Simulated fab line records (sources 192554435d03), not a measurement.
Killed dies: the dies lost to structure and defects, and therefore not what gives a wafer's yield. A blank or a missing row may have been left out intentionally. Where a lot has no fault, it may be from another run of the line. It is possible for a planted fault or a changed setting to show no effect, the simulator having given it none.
Matching of chambers -- flow n5-finfet -- N5_BEOL_M7_ILD_DEP_00 on pecvd-02 has 3 sister chambers
The step deposits SiCOH lowk from DEMS/porogen, target thk 179.75 nm, time 33.4 s. 6 wafers are shown with their chamber, then 9 later ones without.

== WAFERS PAIRED WITH THEIR CHAMBERS ==
wafer,chamber,showerhead-vpp-V (V),throttle-valve-pct (%)
L086.3,0,1336,14.2
L086.4,1,1271,13.6
L084.2,1,1270,13.6
L089.3,2,1402,13.0
L089.5,2,1403,13.2
L089.6,0,1297,13.7

== WAFERS WITHOUT THEIR CHAMBER ==
wafer,showerhead-vpp-V (V),throttle-valve-pct (%)
L091.1,1316,14.0
L091.3,1269,13.9
L091.5,1340,13.9
L094.2,1403,12.8
L094.4,1412,13.0
L094.5,1315,13.8
L096.2,1315,14.2
L096.3,1417,13.0
L096.5,1286,13.8

== WHICH CHAMBER EACH WENT THROUGH ==
wafer,from the rows above,in truth
L091.1,0,0
L091.3,can't be placed: 1 or 0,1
L091.5,0,0
L094.2,2,2
L094.4,2,2
L094.5,0,0
L096.2,0,0
L096.3,2,2
L096.5,can't be placed: 1 or 0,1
Correct placement for 7 of the 9. Not placeable from these rows: 2 (in 2, the candidates include the true chamber). Number placed wrongly: 0.
How it was worked out, from the rows above alone: a wafer's distance from a chamber is the root of the sum, over the readings, of the square of ((its reading less the chamber's mean) divided by the reading's scatter). If the next closest chamber is less than 2 further off than the closest, the wafer can't be placed; otherwise it belongs to the closest. For every chamber, the mean is computed from those of its wafers that are shown. The scatter: the root of (the sum of the squares of (reading less its chamber's mean) over the shown wafers, divided by (wafers less chambers)).
